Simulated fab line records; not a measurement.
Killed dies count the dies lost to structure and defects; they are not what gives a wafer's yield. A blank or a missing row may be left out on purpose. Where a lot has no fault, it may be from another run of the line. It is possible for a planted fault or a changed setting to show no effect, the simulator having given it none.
Split-lot experiment    flow n5_finfet    21 wafers read across 7 lots, on a route 1938 steps long

## ABOUT THE SPLIT
At N5_BEOL_M13_EXPOSE_07 (exposes mask V12), the setting dose_mj was moved away from the recipe's 24.8 on 5 of the 21 wafers read, by -7.1% to +2.9%. The other wafers ran this setting at the recipe's value.

## FROM THE SPLIT TO THE READING: what the file shows between them, 11 steps
- N5_BEOL_M13_PEB_08: peb time 90 s
- N5_BEOL_M13_DEVELOP_09: develop time 45 s
- N5_BEOL_M13_HARDBAKE_14: time 120 s
- N5_BEOL_M13_CD_MEAS_10: target cd 190 nm
- N5_BEOL_M13_DESCUM_15: chemistry O2, time 7.9 s
- N5_BEOL_M13_ETCH_59: etches BARC in N2/H2, target depth 89 nm, overetch 26.7 nm, time 67.9 s
- N5_BEOL_M13_VIA_ETCH_16: etches SiOC in C4F8/O2/Ar, target depth 921.7 nm
- N5_BEOL_M13_STRIP_63: strips in N2/H2
- N5_BEOL_M13_STRIP_64: strips in N2/H2
- N5_BEOL_M13_STRIP_71: strips in post etch residue remover, time 60 s
- N5_BEOL_M13_SRD_72: time 30 s, dry time 30 s

## THE READING
At N5_BEOL_M13_CD_MEAS_17: cd_nm in nanometres, against a target cd of 190 nm. Typical for fault-free wafers on this fab line: 191.0 nm, with standard deviation 1.7 nm.

wafer   tool, chamber at the split  dose_mj as run  against the recipe  cd_nm, nm  against lot-mates on the recipe
L077.1  krf_scanner-02, 0           24.8            recipe              189.5      -
L077.4  krf_scanner-02, 0           24.8            recipe              189.4      -
L077.6  krf_scanner-02, 0           24.8            recipe              190.5      -
L079.3  krf_scanner-01, 0           24.8            recipe              191.9      -
L079.5  krf_scanner-01, 0           24.8            recipe              192.9      -
L079.6  krf_scanner-01, 0           24.8            recipe              193.7      -
L080.2  krf_scanner-02, 0           24.8            recipe              190.5      -
L080.3  krf_scanner-02, 0           24.8            recipe              189.5      -
L080.4  krf_scanner-02, 0           23.04           -7.1%               184.3      -5.7
L083.3  krf_scanner-01, 0           24.8            recipe              190.8      -
L083.4  krf_scanner-01, 0           24.8            recipe              192.5      -
L083.5  krf_scanner-01, 0           24.8            recipe              190.1      -
L085.1  krf_scanner-02, 0           23.65           -4.6%               186.9      -2.5
L085.5  krf_scanner-02, 0           24.8            recipe              188.7      -
L085.6  krf_scanner-02, 0           24.8            recipe              190.1      -
L088.1  krf_scanner-02, 0           25.51           +2.9%               192.7      +1.3
L088.5  krf_scanner-02, 0           24.8            recipe              192.5      -
L088.6  krf_scanner-02, 0           24.8            recipe              190.3      -
L090.1  krf_scanner-01, 0           23.74           -4.3%               187.1      -3.2
L090.3  krf_scanner-01, 0           24.8            recipe              190.3      -
L090.4  krf_scanner-01, 0           23.74           -4.3%               187.5      -2.8

FIT RESULTS
A straight line over all 21 wafers: cd_nm changes by +0.852 nm for each +1% of dose_mj; r = +0.84; the points scatter about the line by 1.3 nm.
The same after taking each lot's own level away (the mean of its wafers on the recipe; 21 wafers): +0.692 nm for each +1%; r = +0.90; scatter 0.76 nm.
According to that fit, moving dose_mj by its largest amount changes the reading by 4.9 nm.
Across the lots, their own levels run from 189.40 to 192.83 nm, a range of 2.0 times the standard deviation given above.
Thus the slope moves with the lot-to-lot level: the two fits are different.
Check: for one of the wafers moved furthest among these (-7.1%), held out of the fit, the line's prediction against its lot-mates is -4.38 nm. It came out at -5.7 nm against them.

## THE WHOLE CHAIN: every reading that the file lists as answering this split, in the file's order
step                    what it does      reading  change (the file's fit)                r (the file's)
N5_BEOL_M13_CD_MEAS_10  target cd 190 nm  cd_nm    +0.881 nm for each +1% of the setting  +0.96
N5_BEOL_M13_CD_MEAS_17  target cd 190 nm  cd_nm    +0.7 nm for each +1% of the setting    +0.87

## THE FILE'S OWN FIT
cd_nm changes by +0.7 nm for each +1% of dose_mj, r = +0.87.
